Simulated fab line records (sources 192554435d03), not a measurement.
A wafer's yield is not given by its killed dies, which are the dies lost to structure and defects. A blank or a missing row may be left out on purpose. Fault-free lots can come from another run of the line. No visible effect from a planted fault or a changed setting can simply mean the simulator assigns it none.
Chamber matching -- flow n5_finfet -- N5_HKMG_FIN_CMP_23 on cmp-04 has 4 sister chambers
The step polishes, stops on SiNx, t overpolish 10 s, target thk 46.326 nm. 18 wafers are shown with their chamber, then 8 later ones without.

== EACH WAFER AND ITS CHAMBER ==
wafer,chamber,motor_current_A (A),overpolish_run_s (s),time_to_endpoint_s (s)
L074.1,3,11.0,10.007,15.0
L074.2,2,12.4,9.997,11.9
L074.3,1,9.6,10.004,11.3
L075.1,1,9.5,9.996,14.3
L075.3,2,11.4,10.004,13.7
L075.5,0,11.6,9.999,11.2
L077.1,2,11.9,9.999,14.5
L077.3,0,11.7,10.018,15.1
L077.5,0,11.5,9.991,12.1
L080.2,1,8.6,9.992,14.1
L080.3,0,12.0,9.976,17.9
L080.6,0,12.3,10.013,15.6
L080.1,2,12.2,10.000,15.4
L080.5,1,9.7,9.992,13.0
L086.1,3,11.2,10.006,11.2
L086.3,2,12.4,10.001,8.2
L086.4,1,9.4,9.994,10.8
L088.2,0,11.3,9.994,8.2

SIGNATURES, as means of the wafers listed above
reading,chamber 0,chamber 1,chamber 2,chamber 3,scatter within a chamber
motor_current_A,11.733,9.360,12.060,11.100,0.393
overpolish_run_s,9.99850,9.99560,10.00020,10.00650,0.00964
time_to_endpoint_s,13.350,12.700,12.740,13.100,2.82
Rule: a wafer's distance from a chamber is the root of the sum, over the readings, of the square of ((its reading less the chamber's mean) divided by the reading's scatter). If the next closest chamber is less than 2 further off than the closest, the wafer can't be placed; otherwise it belongs to the closest. The scatter: the root of (the sum of the squares of (reading less its chamber's mean) over the shown wafers, divided by (wafers less chambers)).

== WAFERS MISSING THEIR CHAMBER ==
wafer,motor_current_A (A),overpolish_run_s (s),time_to_endpoint_s (s)
L088.3,11.2,10.001,14.6
L088.5,11.8,9.994,13.6
L092.1,9.5,9.992,5.8
L092.2,11.9,9.997,9.3
L092.4,11.9,10.007,8.1
L092.3,11.8,10.012,9.3
L092.5,11.6,10.012,11.8
L092.6,12.1,10.009,10.4

== CHAMBER TAKEN BY EACH ==
wafer,from the rows above,in truth
L088.3,can't be placed: 3 or 0 or 2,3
L088.5,can't be placed: 0 or 2 or 3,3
L092.1,1,1
L092.2,can't be placed: 2 or 0 or 3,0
L092.4,can't be placed: 2 or 0 or 3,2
L092.3,can't be placed: 2 or 0 or 3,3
L092.5,can't be placed: 3 or 0 or 2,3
L092.6,can't be placed: 2 or 0 or 3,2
Correct placement for 1 of the 8. Unplaceable from these rows: 7, with the true chamber sitting among the candidates in 7. Number placed wrongly: 0.
